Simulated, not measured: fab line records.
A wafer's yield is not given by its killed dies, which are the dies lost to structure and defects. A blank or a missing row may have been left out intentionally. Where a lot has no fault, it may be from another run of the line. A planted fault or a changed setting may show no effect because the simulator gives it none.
Which tool did it? ; flow nandHarc ; 14 lots, 38 wafers sampled, at 6 steps of a route of 1302

## WHAT THE GAUGES READ, wafer by wafer
NHARC_P_M2_CD_MEAS_09: the cd target is 170 nm. Usual: cdNm reads 170.0 nm (standard deviation 0.7).
lot;measured;on;cdNm (nm);flag
L463;day 6 06:02;cdSem-03;170.3 170.8 170.0;
L465;day 7 02:22;cdSem-03;169.7 169.3 169.7;
L464;day 7 02:52;cdSem-03;169.9 170.6 170.0;
L467;day 7 22:49;cdSem-03;169.8 169.4 170.1;
L468;day 8 15:27;cdSem-03;170.4 170.6 169.2;
L469;day 9 01:17;cdSem-01;170.3 169.7 170.7;
L471;day 9 20:29;cdSem-01;170.1 170.1 169.8;
L472;day 10 16:38;cdSem-01;169.1 168.3 169.7;
L477;day 12 12:05;cdSem-01;168.9;
L479;day 13 00:05;cdSem-03;168.9;
L481;day 13 19:28;cdSem-02;169.6 170.3 169.6;
L482;day 14 05:49;cdSem-01;171.3 170.8 170.2;
L484;day 15 07:38;cdSem-03;170.9 171.9 171.3;
L486;day 15 22:34;cdSem-01;169.8 169.7 169.5;

NHARC_P_BONDPAD_THK_MEAS_33: measures by ellipsometry. Usual: thkNm reads 200.7 nm (standard deviation 1.4).
lot;measured;on;thkNm (nm);flag
L463;day 6 10:04;filmMetro-02;200.2 200.7 200.9;
L465;day 7 06:21;filmMetro-02;201.3 200.5 201.0;
L464;day 7 07:14;filmMetro-01;199.8 203.1 200.9;
L467;day 8 02:49;filmMetro-02;198.2 201.1 199.6;
L468;day 8 19:29;filmMetro-01;201.0 200.6 200.1;
L469;day 9 05:38;filmMetro-01;199.4 202.2 201.1;
L471;day 10 00:29;filmMetro-02;203.1 201.1 199.8;
L472;day 10 20:53;filmMetro-01;201.1 199.1 199.1;
L477;day 12 16:05;filmMetro-02;141.9 141.1;OFF
L479;day 13 04:06;filmMetro-01;138.3 137.4;OFF
L481;day 13 23:28;filmMetro-01;199.2 202.7 200.5;
L482;day 14 09:47;filmMetro-02;201.0 203.2 202.2;
L484;day 15 11:37;filmMetro-02;203.1 200.4 199.8;
L486;day 16 02:37;filmMetro-01;201.5 200.9 200.2;

NHARC_P_BONDPAD_CD_MEAS_09: the cd target is 500 nm. Usual: cdNm reads 500.8 nm (standard deviation 2).
lot;measured;on;cdNm (nm);flag
L463;day 6 10:38;cdSem-01;502.4 503.2 504.2;
L465;day 7 06:55;cdSem-03;499.5 503.4 500.0;
L464;day 7 07:49;cdSem-01;500.6 496.9 499.7;
L467;day 8 03:23;cdSem-03;499.0 496.0 496.9;
L468;day 8 20:03;cdSem-02;503.3 501.6 502.1;
L469;day 9 06:12;cdSem-03;500.7 498.9 500.7;
L471;day 10 01:03;cdSem-02;498.5 497.6 500.9;
L472;day 10 21:19;cdSem-01;499.3 503.2 502.2;
L477;day 12 18:22;cdSem-02;498.6;
L479;day 13 08:25;cdSem-02;503.0;
L481;day 14 00:02;cdSem-02;501.6 499.8 499.9;
L482;day 14 10:22;cdSem-03;499.4 501.1 503.3;
L484;day 15 12:04;cdSem-03;499.9 503.3 500.6;
L486;day 16 03:05;cdSem-01;498.3 500.6 500.6;

NHARC_END_SORT_01. Usual: value, then standard deviation, for each; defectLimitedYield 91 % / 3.2; killedAtArray 53 / 21; killedAtOther 1.1 / 1.5; killedAtPeriphery 3.9 / 2.7; killedDies 58 / 21; killedOpen 3.4 / 1.9; killedShort 2.3 / 1.5.
lot;measured;on;defectLimitedYield (%);killedAtArray;killedAtOther;killedAtPeriphery;killedDies;killedOpen;killedShort;flag
L464;day 25 06:32;prober-01;89 87 91;68 86 61;1 0 0;5 2 2;74 88 63;3 4 3;2 0 0;
L467;day 25 18:00;prober-01;90 89 89;64 70 71;1 2 1;4 2 5;69 74 77;5 5 1;3 1 1;
L468;day 26 22:52;prober-02;91 90 90;51 62 62;0 0 2;8 7 4;59 69 68;3 6 2;1 1 1;
L469;day 27 09:59;prober-01;92 92 93;48 50 50;0 0 0;4 3 0;52 53 50;4 1 3;2 3 0;
L471;day 28 01:53;prober-01;96 95 95;23 29 22;2 4 3;2 1 10;27 34 35;2 3 3;2 5 5;
L472;day 29 15:52;prober-01;97 95 97;14 30 15;0 1 2;5 6 2;19 37 19;0 9 2;1 4 1;
L477;day 30 10:51;prober-02;90;64;0;6;70;3;2;
L479;day 30 08:11;prober-01;89;73;0;4;77;3;2;
L481;day 32 00:08;prober-01;93 95 95;42 34 30;1 1 0;5 1 4;48 36 34;7 2 3;1 5 3;

## WHAT TOOL EACH LOT RAN ON (gives the tool, then ch and the chambers of the sampled wafers, and finally the start)
lot;NHARC_P_M2_DEP_33;NHARC_P_BONDPAD_DEP_00
L463;pecvd-01 ch 0,2, day 6 08:59;pecvd-02 ch 0,1,2, day 6 09:24
L465;pecvd-04 ch 0,1,2, day 7 05:17;pecvd-02 ch 0,1, day 7 05:42
L464;pecvd-01 ch 0,1,2, day 7 06:16;pecvd-01 ch 0,1, day 7 06:40
L467;pecvd-04 ch 0,2, day 8 01:47;pecvd-02 ch 0,2, day 8 02:10
L468;pecvd-04 ch 0,1,2, day 8 18:32;pecvd-02 ch 0,1,2, day 8 18:57
L469;pecvd-02 ch 0,1,2, day 9 04:34;pecvd-04 ch 0,2, day 9 04:58
L471;pecvd-01 ch 0,1,2, day 9 23:27;pecvd-02 ch 0,1, day 9 23:52
L472;pecvd-01 ch 0,2, day 10 19:49;pecvd-04 ch 0,1, day 10 20:13
L477;pecvd-02 ch 0, day 12 15:15;pecvd-02 ch 1, day 12 15:37
L479;pecvd-04 ch 1, day 13 03:15;pecvd-02 ch 2, day 13 03:37
L481;pecvd-02 ch 0,2, day 13 22:24;pecvd-04 ch 0,1, day 13 22:49
L482;pecvd-02 ch 0,1,2, day 14 08:43;pecvd-04 ch 0,1, day 14 09:08
L484;pecvd-02 ch 0,1,2, day 15 10:33;pecvd-01 ch 0,1,2, day 15 10:58
L486;pecvd-04 ch 1,2, day 16 01:35;pecvd-02 ch 0,1, day 16 01:58
- NHARC_P_M2_DEP_33: deposits SiCN, target thk 30 nm.
- NHARC_P_BONDPAD_DEP_00: deposits SiCN, target thk 250 nm.

## AS READ BY THE TOOLS THEMSELVES (means over the sampled wafers that have a number; for cases with no such wafer, the mark the record gives instead)
NHARC_P_M2_DEP_33. Usual: heaterPowerW 573 W, standard deviation 56; rfFwdPowerW 448.9 W, standard deviation 1.2.
lot;tool;heaterPowerW (W);rfFwdPowerW (W);flag
L463;pecvd-01;563;449.7;
L465;pecvd-04;568;448.2;
L464;pecvd-01;589;448.6;
L467;pecvd-04;514;449.5;
L468;pecvd-04;510;448.4;
L469;pecvd-02;624;448.3;
L471;pecvd-01;570;448.9;
L472;pecvd-01;537;448.5;
L477;pecvd-02;552;448.5;
L479;pecvd-04;598;449.2;
L481;pecvd-02;585;447.6;
L482;pecvd-02;619;447.9;
L484;pecvd-02;556;448.9;
L486;pecvd-04;583;448.9;

NHARC_P_BONDPAD_DEP_00. Usual: heaterPowerW 564 W, standard deviation 58; rfFwdPowerW 449.2 W, standard deviation 1.3.
lot;tool;heaterPowerW (W);rfFwdPowerW (W);flag
L463;pecvd-02;576;449.2;
L465;pecvd-02;566;448.6;
L464;pecvd-01;506;448.8;
L467;pecvd-02;595;448.5;
L468;pecvd-02;585;450.4;
L469;pecvd-04;542;450.5;
L471;pecvd-02;563;449.6;
L472;pecvd-04;611;449.4;
L477;pecvd-02;560;447.8;
L479;pecvd-02;556;448.3;
L481;pecvd-04;555;448.4;
L482;pecvd-04;640;449.0;
L484;pecvd-01;541;447.8;
L486;pecvd-02;545;450.0;

## THE ANSWER, worked out from the rows above alone
Rule: a lot is off if the mean of its wafers that have a number lies more than 3 standard deviations from the usual mean. Also off: a lot with no number at a reading for which 4 or more lots have one. Where the step has rows for the other lots, those lots are counted as sound. After the gauges, taken in route order, come the tools' own readings; for these a lot's mean is taken, as printed above. At the first step where some lot is off, the reading lying furthest off is the one used; lots without a number count as furthest.
Off: L477, L479, at NHARC_P_BONDPAD_THK_MEAS_33 (thkNm).
A tool fits if, at a process step before that reading, it ran every lot that is off, and no sound lot after the first of them. Those tools and the gauges at NHARC_P_BONDPAD_THK_MEAS_33 are tried in the same way. No candidate that was tried fits.

## WHAT THE SIMULATOR HAD PUT IN
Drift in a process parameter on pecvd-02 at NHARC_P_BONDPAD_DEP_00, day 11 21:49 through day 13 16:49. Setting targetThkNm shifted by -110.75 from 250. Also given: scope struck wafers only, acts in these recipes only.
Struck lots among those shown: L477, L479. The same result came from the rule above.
